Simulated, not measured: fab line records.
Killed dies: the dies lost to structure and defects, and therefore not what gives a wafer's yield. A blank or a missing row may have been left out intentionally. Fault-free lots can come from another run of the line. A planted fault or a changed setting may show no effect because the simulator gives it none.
Chamber matching	flow n5Finfet	pecvd-04 running N5_BEOL_M6_DEP_56: 3 sister chambers
The step deposits SiCN from 3MS/NH3, target thk 10 nm, time 17.5 s. 6 wafers are shown with their chamber, then 6 later ones without.

## WAFERS, EACH WITH ITS CHAMBER
wafer	chamber	throttleValvePct (%)	showerheadPlenumPTorr (Torr)
L554.6	0	9.6	3.658
L556.3	1	9.2	3.641
L558.3	1	9.0	3.646
L558.6	0	9.6	3.662
L560.3	2	8.1	3.677
L560.4	2	8.3	3.667

## WAFERS WITHOUT THEIR CHAMBER
wafer	throttleValvePct (%)	showerheadPlenumPTorr (Torr)
L560.5	9.2	3.652
L561.1	9.2	3.640
L561.3	8.5	3.672
L561.4	8.6	3.671
L568.3	8.2	3.673
L568.6	9.7	3.676

## WHICH CHAMBER EACH WENT THROUGH
wafer	from the rows above	in truth
L560.5	can't be placed: 1 or 0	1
L561.1	1	1
L561.3	2	2
L561.4	2	2
L568.3	2	2
L568.6	0	0
Correct placement for 5 of the 6. Unplaceable from these rows: 1, with the true chamber sitting among the candidates in 1. Wrongly placed: 0.
How it was worked out, from the rows above alone: a wafer's distance from a chamber is the root of the sum, over the readings, of the square of ((its reading less the chamber's mean) divided by the reading's scatter). If the next closest chamber is less than 2 further off than the closest, the wafer can't be placed; otherwise it belongs to the closest. A chamber's mean is the mean of its shown wafers. The scatter: the root of (the sum of the squares of (reading less its chamber's mean) over the shown wafers, divided by (wafers less chambers)).
